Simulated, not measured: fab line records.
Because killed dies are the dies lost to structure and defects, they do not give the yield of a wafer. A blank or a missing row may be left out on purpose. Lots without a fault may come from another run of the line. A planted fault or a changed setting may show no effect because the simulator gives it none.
Struck lot and sound lot, side by side :: flow nand harc :: 23 steps out of a route of 1159
Sound: wafers L287.1, L287.4, L287.5. Struck: wafer L296.2. (L296.3, L296.6 of the same lot were not struck and are left out.) The cause comes at the end.
Each step with rows lists, per side, the tool, then ch with its chambers, then its first start. Under that, the readings that differ: sound wafers :: struck wafers :: difference of the means :: sigmas: that difference in standard deviations of wafers without a fault.
alike: same words and numbers on both sides, and readings whose means sit less than 2 such deviations apart. not compared: any withheld reading, any reading some wafer has no value for, any bound like >300 that may hide the same value, and any number with overlapping values for which the record gives no deviation.
Wherever a step has rows on one side only, a row that says differs or no value, or a row with sigmas, the two part there. Non-overlapping numbers with no deviation appear without sigmas and do not part them. A reading that every wafer of one side lacks parts them only if that side has two wafers or more.

NHARC_P_M1_INSPECT_27:
  struck on defect inspect-01, day 10 05:25; sound on defect inspect-02, day 7 00:35
  alike: raw defect count
NHARC_P_M1_PRE_CLEAN_32: time 12 s.
  sound on pecvd-04 ch 1,2, day 7 00:40; struck on pecvd-02 ch 1, day 10 05:58
  alike: heater power w
NHARC_P_M1_DEP_33: deposits SiCN, target thk 30 nm.
  sound on pecvd-04 ch 1,2, day 7 00:47; struck on pecvd-02 ch 1, day 10 06:02
reading: showerhead vpp V (V)
sound: 1185 1207 1347
struck: 1429
difference: +183
sigmas: +2
  alike: heater power w
then, 8 steps without rows for these wafers: NHARC_P_M2_DEP_00 (deposits SiOC, target thk 182.5 nm); NHARC_P_M2_DEHYDRATE_01 (time 120 s); NHARC_P_M2_HMDS_02 (time 30 s); NHARC_P_M2_COAT_34 (time 65 s); NHARC_P_M2_COAT_03 (resist thk 90 nm); NHARC_P_M2_SOFTBAKE_04 (time 55 s); NHARC_P_M2_EBR_05; NHARC_P_M2_EXPOSE_06 (exposes mask P M2, target cd 170 nm).
NHARC_P_M2_PEB_07: peb time 65 s.
  sound on litho track-01 ch 0, day 7 01:53; struck on litho track-01 ch 0, day 10 07:12
then, 1 step without rows for these wafers: NHARC_P_M2_DEVELOP_08 (develop time 35 s).
NHARC_P_M2_CD_MEAS_09: the cd target is 170 nm.
  sound on cd sem-02 ch 0, day 7 01:58; struck on cd sem-01 ch 0, day 10 07:17
reading: cd nm (nm)
sound: 170.5 170.6 170.3
struck: 188.2
difference: +17.7
sigmas: +38
NHARC_P_M2_OVL_MEAS_10: pitch 340 nm.
  struck on overlay-02, day 10 07:22; sound on overlay-02, day 7 02:04
reading: overlay y nm (nm)
sound: -1.2 -1.6 -0.9
struck: 0.6
difference: +1.8
sigmas: +2
  alike: overlay x nm
NHARC_P_M2_INSPECT_11:
  struck on defect inspect-01, day 10 07:25; sound on defect inspect-02, day 7 02:07
  alike: raw defect count
NHARC_P_M2_DESCUM_14: chemistry O2, time 3 s.
  sound on rie diel-06 ch 1,2,3, day 7 02:11; struck on rie diel-06 ch 3, day 10 07:31
reading: model.P_M2.cd nm (nm)
sound: 170.5 170 170.1
struck: 187.8
difference: +17.6
sigmas: 
  alike: drypump motor current A, oes product au, rf vpp V, showerhead plenum p Torr, throttle valve pct
  not compared: rf hours counter h
NHARC_P_M2_ETCH_35: etches the open film in N2/H2, target depth 40 nm, overetch 12 nm, time 43.94 s.
  sound on rie diel-06 ch 1,3, day 7 02:16; struck on rie diel-06 ch 1, day 10 07:37
  alike: bias w, drypump motor current A, oes product au, rf vpp V, showerhead plenum p Torr, throttle valve pct
  not compared: rf hours counter h
NHARC_P_M2_ETCH_15: etches the open film in C4F8/Ar, target depth 182.5 nm, time 91.2 s.
  sound on rie diel-06 ch 2,3; struck on rie diel-06 ch 2
reading: bias w (W)
sound: 301.9 300.1 300.5
struck: 298.7
difference: -2.1
sigmas: -2
  alike: oes product au, rf vpp V
  not compared: rf hours counter h
NHARC_P_M2_CD_MEAS_16:
  struck on cd sem-01, day 10 07:50; sound on cd sem-01, day 7 02:28
reading: cd nm (nm)
sound: 170.5 170.1 170.2
struck: 187.8
difference: +17.5
sigmas: +29
NHARC_P_M2_STRIP_18: strips in N2/H2.
  sound on rie diel-10 ch 2,3, day 7 02:34; struck on rie diel-06 ch 0, day 10 07:56
reading: showerhead plenum p Torr (Torr)
sound: 2.12 2.19 2.12
struck: 1.91
difference: -0.23
sigmas: -2
  alike: drypump motor current A, oes product au, rf vpp V, throttle valve pct
  not compared: rf hours counter h
NHARC_P_M2_ETCH_28: etches the open film in CF4/N2, target depth 30 nm, time 72.99 s.
  sound on rie diel-10 ch 0,2; struck on rie diel-06 ch 3
reading: model.P_M2.cd nm (nm)
sound: 170.3 170.3 170.2
struck: 187.7
difference: +17.4
sigmas: 
  alike: bias w, cf4 flow sccm, drypump motor current A, oes product au, rf vpp V, showerhead plenum p Torr, throttle valve pct
  not compared: rf hours counter h
then, 1 step without rows for these wafers: NHARC_P_M2_STRIP_19 (strips in post etch residue remover, time 600 s).

WHERE THEY PART
At NHARC_P_M1_DEP_33 first; at NHARC_P_M2_STRIP_18 last (within this record only). Later steps at which nothing parts them and some readings are alike: NHARC_P_M2_ETCH_28.

WHY: what had been put in by the simulator
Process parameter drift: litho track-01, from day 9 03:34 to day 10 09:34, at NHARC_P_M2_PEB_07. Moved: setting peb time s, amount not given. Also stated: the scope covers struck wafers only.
